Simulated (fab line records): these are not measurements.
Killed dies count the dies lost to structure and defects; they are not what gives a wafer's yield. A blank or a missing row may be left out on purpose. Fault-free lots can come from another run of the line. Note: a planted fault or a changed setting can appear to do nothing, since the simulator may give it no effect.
Comparing a struck lot with a sound one | flow nand_harc | 18 out of 1302 route steps
Sound: wafers L674.2, L674.5, L674.6. Struck: wafers L680.2, L680.4. (L680.5 of the same lot was not struck and is left out.) The cause comes at the end.
Order at every step that has rows: each side's tool, ch and its chambers, its first start. Under that, the readings that differ: sound wafers | struck wafers | difference of the means | sigmas: that difference in standard deviations of wafers without a fault.
alike: same words and numbers on both sides, and readings whose means sit less than 2 such deviations apart. not compared: any withheld reading, any reading some wafer has no value for, any bound like >300 that may hide the same value, and any number with overlapping values for which the record gives no deviation.
Wherever a step has rows on one side only, a row that says differs or no value, or a row with sigmas, the two part there. When numbers do not overlap yet have no deviation, they are printed without sigmas and do not part them. A reading missing from all wafers of one side parts the sides only when that side holds two or more wafers.

NHARC_A_SGD_CUT_CD_MEAS_09 targets a cd of 100 nm.
  sound on cd_sem-03 ch 0, day 22 17:33; struck on cd_sem-03 ch 0, day 25 00:31
  alike: cd_nm
NHARC_A_SGD_CUT_OVL_MEAS_10:
  struck on overlay-01, day 25 00:37; sound on overlay-01, day 22 17:38
  alike: overlay_x_nm, overlay_y_nm
NHARC_A_SGD_CUT_INSPECT_11:
  struck on defect_inspect-02, day 25 00:38; sound on defect_inspect-02, day 22 17:41
  alike: raw_defect_count
NHARC_A_SGD_CUT_DESCUM_14: chemistry O2, time 3 s.
  sound on rie_diel-12 ch 0,1,2, day 22 17:46; struck on rie_diel-01 ch 0,3, day 25 00:43
  alike: drypump_motor_current_A, o2_flow_sccm, oes_product_au, rf_vpp_V, showerhead_plenum_p_Torr, throttle_valve_pct
  not compared: rf_hours_counter_h
NHARC_A_SGD_CUT_ETCH_58: etches the open film in CF4, target depth 39 nm, time 65 s.
  sound on rie_diel-12 ch 0,3, day 22 17:49; struck on rie_diel-01 ch 1,2, day 25 00:48
  alike: bias_w, drypump_motor_current_A, oes_product_au, rf_vpp_V, showerhead_plenum_p_Torr, throttle_valve_pct
  not compared: rf_hours_counter_h
NHARC_A_SGD_CUT_ETCH_59: etches the open film in N2/H2, target depth 260 nm, time 406.25 s.
  sound: rie_diel-12 ch 1,2; struck: rie_diel-01 ch 0,2
  reading                     | sound       | struck  | difference | sigmas
  drypump_motor_current_A (A) | 5.2 5.7 5.2 | 6.3 5.9 | +0.7       | +2
  alike: bias_w, h2_flow_sccm, oes_product_au, rf_vpp_V, showerhead_plenum_p_Torr, throttle_valve_pct
  not compared: rf_hours_counter_h
NHARC_A_SGD_CUT_ETCH_15: etches the open film in CH3F/O2, target depth 75 nm, time 64.3 s.
  sound: rie_diel-12 ch 0,1,2; struck: rie_diel-01 ch 0,2
  alike: bias_w, drypump_motor_current_A, o2_flow_sccm, oes_product_au, rf_vpp_V, showerhead_plenum_p_Torr, throttle_valve_pct
  not compared: rf_hours_counter_h
then, 2 steps without rows for these wafers: NHARC_A_SGD_CUT_ETCH_16 (etches the open film in C4F8/O2/Ar, target depth 310.5 nm, time 155.2 s); NHARC_A_SGD_CUT_STRIP_60 (strips in C4F8/O2/Ar).
NHARC_A_SGD_CUT_STRIP_17: strips in O2.
  sound: rie_diel-12 ch 0,1,3; struck: rie_diel-01 ch 0,2
  alike: drypump_motor_current_A, o2_flow_sccm, oes_product_au, rf_vpp_V, showerhead_plenum_p_Torr, throttle_valve_pct
  not compared: rf_hours_counter_h
then, 2 steps without rows for these wafers: NHARC_A_SGD_CUT_PRECLEAN_18 (cleans in SC1); NHARC_A_SGD_CUT_SRD_19.
NHARC_A_SGD_CUT_DEP_20: deposits SiO2, target thk 150 nm.
  sound on fcvd-02 ch 0,1, day 22 18:59; struck on fcvd-02 ch 0,1, day 25 01:49
then, 1 step without rows for these wafers: NHARC_A_SGD_CUT_ANNEAL_27 (time 1800 s).
NHARC_A_SGD_CUT_CMP_21: polishes, target thk 148.19 nm.
  sound on cmp-04 ch 0,1, day 23 00:01; struck on cmp-04 ch 0,2, day 25 06:36
  reading                | sound    | struck | difference | sigmas
  time_to_endpoint_s (s) | 50 49 47 | 13 16  | -34        | -11
  alike: edge_zone_pressure_frac, motor_current_A
NHARC_A_SGD_CUT_THK_MEAS_22: measures by ellipsometry.
  struck on film_metro-02, day 25 06:51; sound on film_metro-02, day 23 00:15
  reading     | sound             | struck    | difference | sigmas
  thk_nm (nm) | 146.6 147.5 147.1 | 46.9 45.4 | -100.9     | -67
after that, 1 step had no rows for these wafers: NHARC_A_SGD_CUT_SRD_23.
-- record jumps: 5 days between struck wafers' starts before vs after; left off in module A_SGD_CUT, resumes in module END, first step shown is number 1302 of the route --
NHARC_END_SORT_01:
  sound on prober-02 ch 0, day 27 23:59; struck on prober-01 ch 0, day 30 08:36
  reading         | sound | struck | difference | sigmas
  killed_at_other | 3 6 3 | 0 0    | -4         | -3
  alike: killed_at_array, killed_at_periphery, killed_dies, killed_open, killed_short

== WHERE THEY PART ==
Earliest at NHARC_A_SGD_CUT_ETCH_59; latest, in this record, at NHARC_END_SORT_01.

WHY: what had been put in by the simulator
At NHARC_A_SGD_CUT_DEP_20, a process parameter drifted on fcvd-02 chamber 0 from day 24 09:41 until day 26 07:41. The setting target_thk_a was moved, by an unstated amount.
